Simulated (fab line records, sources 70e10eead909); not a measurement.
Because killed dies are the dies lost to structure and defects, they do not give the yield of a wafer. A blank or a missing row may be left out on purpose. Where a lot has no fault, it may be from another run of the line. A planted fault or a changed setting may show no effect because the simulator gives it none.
Which tool was responsible?	flow nand harc	Sampling: 7 lots, 21 wafers, 3 of 1302 route steps

WHAT THE GAUGES READ, wafer by wafer
NHARC_A_ONON_D1_THK_MEAS_11: measures by ellipsometry.
lot	measured	on	thk nm (nm)
L821	day 8 16:32	film metro-02	1008 1009 1008
L823	day 9 07:34	film metro-02	1006 1006 1007
L820	day 10 07:23	film metro-02	999 999 1001
L826	day 10 18:51	film metro-02	1005 1006 1006
L834	day 14 07:13	film metro-02	988 871 872
L837	day 15 00:55	film metro-01	993 994 993
L841	day 16 19:45	film metro-01	1000 998 1000

EACH LOT AND THE TOOL THAT RAN IT (in order: tool; ch and the chambers of the sampled wafers; start)
lot	NHARC_P_BONDPAD_DEGAS_25	NHARC_A_ONON_D1_DEP_09
L821	pvd sputter-03, day 7 12:22	pecvd onon-02 ch 0, day 8 16:02
L823	pvd sputter-01, day 8 05:01	pecvd onon-03 ch 0, day 9 07:07
L820	pvd sputter-02, day 9 02:53	pecvd onon-03 ch 0, day 10 06:53
L826	pvd sputter-03, day 9 13:14	pecvd onon-01 ch 0, day 10 18:24
L834	pvd sputter-02, day 13 04:26	pecvd onon-01 ch 0, day 14 06:42
L837	pvd sputter-03, day 13 22:02	pecvd onon-02 ch 0, day 15 00:28
L841	pvd sputter-01, day 15 17:13	pecvd onon-03 ch 0, day 16 19:14
- NHARC_P_BONDPAD_DEGAS_25: time 60 s.
- NHARC_A_ONON_D1_DEP_09: target thk 1000 nm.

THE ANSWER, worked out from the rows above alone
Rule: usual is defined by the lots themselves. The widest of any qualifying gaps counts: lots, ordered by their means at a reading, are off when they make up no more than a third of the lots, leave a main group of 4 or more, and stand apart from it by 3 or more times the standard deviation of that group's means. If all means in a main group match to the digits the tables above print for the reading, that group is not used. A lot without any number at a reading at which 4 lots or more have one is off too. All remaining lots with rows at the step are treated as sound.
Off: L834 (NHARC_A_ONON_D1_THK_MEAS_11, thk nm). Mean 1002 nm and standard deviation 5.2 in the main group.
A tool fits if, at a process step before that reading, it ran every lot that is off, and no sound lot after the first of them. Gauges at NHARC_A_ONON_D1_THK_MEAS_11: tried the same way as those tools. Can't be told from this: 3 tools fit, pvd sputter-02 at NHARC_P_BONDPAD_DEGAS_25, pecvd onon-01 at NHARC_A_ONON_D1_DEP_09, film metro-02 at NHARC_A_ONON_D1_THK_MEAS_11.

WHAT THE SIMULATOR HAD INSERTED
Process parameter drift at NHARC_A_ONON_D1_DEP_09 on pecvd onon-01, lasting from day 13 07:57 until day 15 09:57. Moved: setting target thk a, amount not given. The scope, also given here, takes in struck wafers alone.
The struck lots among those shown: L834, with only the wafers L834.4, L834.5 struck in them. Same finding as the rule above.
